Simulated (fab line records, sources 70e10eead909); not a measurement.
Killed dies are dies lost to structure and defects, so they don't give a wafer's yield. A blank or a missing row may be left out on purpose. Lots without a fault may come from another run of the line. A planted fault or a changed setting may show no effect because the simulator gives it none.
Problem report in the 8D (eight disciplines) form, filled by code | flow nand_harc | the parts of the form that need people (team, actions taken, sign-off) are left out

1. THE PROBLEM
time_to_endpoint_s at NHARC_P_M2_CMP_23 reads a mean of 14 s on 3 wafers of 2 lots; wafers without a fault read 29 s with a standard deviation of 3. That is -4.9 standard deviations from the usual mean.
The step: polishes, t overpolish 20 s, target thk 144.3 nm.
First seen on wafer L845.6, day 11 13:02, on cmp-01. The record holds 42 wafers of 14 lots with a number at this step. Rule for "out", or "out of limits": more than 4 standard deviations from the usual mean. The other wafers with a number count as sound.

2. WHAT IT IS AND WHAT IT IS NOT
question                    | is                     | is not
which readings at this step | time_to_endpoint_s     | edge_zone_pressure_frac, slurry_filter_dp_kPa
which lots                  | L845, L846             | L834, L836, L837, L838, L839, L843, L851, L853, L854, L855, L856, L857
which wafers of those lots  | L845.6, L846.2, L846.6 | L845.1, L845.3, L846.4
read on which tools         | cmp-01                 | cmp-02, cmp-04
when                        | from day 11 13:02      | up to then (20 sound wafers); but 19 sound wafers of L846, L851, L853, L854, L855, L856, L857 came after

3. SUSPECTS, AND WHAT RULES EACH OUT
Counting: a tool at a process step up to the reading stays a suspect if it ran every lot that is out. Sound lots after the first of them don't rule it out here, since some wafers of a struck lot are sound.
- ecd_cu-01 at NHARC_P_M2_ECD_22 (material Cu, target thk 400 nm): kept. It ran every lot that is out, first L845 (day 11 12:18); its last sound lot up to then is L843 (day 10 03:19).
- cmp-01 at NHARC_P_M2_CMP_23 (polishes, t overpolish 20 s, target thk 144.3 nm): kept. It ran every lot that is out, first L845 (day 11 13:02); its last sound lot up to then is L843 (day 10 03:59). Its own readings are out on those wafers: time_to_endpoint_s.
Left after counting: ecd_cu-01 at NHARC_P_M2_ECD_22, cmp-01 at NHARC_P_M2_CMP_23.

4. THE CAUSE (what the simulator had put in)
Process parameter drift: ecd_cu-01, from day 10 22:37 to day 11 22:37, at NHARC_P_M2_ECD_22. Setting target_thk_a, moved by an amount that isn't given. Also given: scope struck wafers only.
Counting left 2 suspects, and this tool is among them.

5. THE CHAIN OF EFFECTS, in route order
Each row: a reading whose mean over the struck wafers that have a number lies more than 3 standard deviations from the usual. Only readings for which the record gives a usual standard deviation are gone through. hours: the time from each lot's start at the first step in this table that gives one to its start at this step, as a median over the lots. sigmas: the change in usual standard deviations.
hours | step              | reading            | usual | on struck wafers | change | sigmas
0     | NHARC_P_M2_CMP_23 | time_to_endpoint_s | 29 s  | 14               | -15    | -4.9
The process steps in it:
- NHARC_P_M2_CMP_23: polishes, t overpolish 20 s, target thk 144.3 nm.

6. WHAT WOULD HAVE CAUGHT IT SOONER
In this record the first reading out of limits was taken at day 11 13:02, 14 hours after the fault began at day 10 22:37.
Of the lots that are out (2), L846 began NHARC_P_M2_ECD_22 on ecd_cu-01 after day 11 13:02. A hold on the tool at that time would have spared it.
